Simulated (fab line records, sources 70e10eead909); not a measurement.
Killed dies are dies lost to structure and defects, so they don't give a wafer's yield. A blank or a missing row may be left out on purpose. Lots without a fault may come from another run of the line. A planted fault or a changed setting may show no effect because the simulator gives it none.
Which tool did it? | flow nand_harc | 6 lots, 18 wafers sampled, at 5 steps of a route of 1302

WHAT THE GAUGES READ, wafer by wafer
NHARC_END_SORT_01.
lot | measured | on | defect_limited_yield (%)

WHICH TOOL RAN EACH LOT (tool, then ch and the chambers of the sampled wafers, then the start)
lot  | NHARC_A_BLC_ETCH_17                           | NHARC_A_BLC_DEGAS_30         | NHARC_A_M0_PRE_CLEAN_29                 | NHARC_THIN_TSV_ETCHBACK_48
L893 | rie_diel-01 ch 0,1,3, day 23 11:53 or earlier | pvd_sputter-02, day 23 11:53 | pvd_sputter-02, day 24 16:37 or earlier | rie_diel-01 ch 1,2,3, day 24 16:37
L894 | rie_diel-02 ch 2,3, day 24 01:59 or earlier   | pvd_sputter-03, day 24 01:59 | pvd_sputter-02, day 25 06:36 or earlier | rie_diel-13 ch 1,3, day 25 06:36
L900 | rie_diel-01 ch 0,1,3, day 26 07:59 or earlier | pvd_sputter-03, day 26 07:59 | pvd_sputter-03, day 27 17:22 or earlier | rie_diel-01 ch 0,1,3, day 27 17:22
L906 | rie_diel-01 ch 0,1,3, day 29 13:23 or earlier | pvd_sputter-03, day 29 13:23 | pvd_sputter-03, day 30 16:01 or earlier | rie_diel-13 ch 1,2, day 30 16:01
L911 | rie_diel-01 ch 1,2, day 31 03:58 or earlier   | pvd_sputter-03, day 31 03:58 | pvd_sputter-02, day 32 15:49 or earlier | rie_diel-05 ch 1,2,3, day 32 15:49
L912 | rie_diel-01 ch 1,2,3, day 33 12:52 or earlier | pvd_sputter-01, day 33 12:52 | pvd_sputter-01, day 34 18:28 or earlier | rie_diel-13 ch 0,2, day 34 18:28
- NHARC_A_BLC_ETCH_17: etches the open film in N2/H2, target depth 390 nm, time 609.38 s.
- NHARC_A_BLC_DEGAS_30: time 60 s.
- NHARC_A_M0_PRE_CLEAN_29: time 30 s.
- NHARC_THIN_TSV_ETCHBACK_48: etches the open film in C4F8/Ar, target depth 1028.5 nm, time 405.17 s.

THE ANSWER, worked out from the rows above alone
Rule: what is usual is taken from the lots themselves. Put in order of their means at a reading, lots are off if they are a third of the lots or fewer, leave a main group of 4 or more, and stand apart from it by a gap of 3 or more times the standard deviation of the main group's means; of several such gaps the widest counts. A main group whose means are all the same, to the digits that the tables above print for the reading, isn't used. A lot without any number at a reading at which 4 lots or more have one is off too. The other lots that the step has rows for count as sound.
No lot is off at any reading shown: from this, nothing can be told.

WHAT THE SIMULATOR HAD PUT IN
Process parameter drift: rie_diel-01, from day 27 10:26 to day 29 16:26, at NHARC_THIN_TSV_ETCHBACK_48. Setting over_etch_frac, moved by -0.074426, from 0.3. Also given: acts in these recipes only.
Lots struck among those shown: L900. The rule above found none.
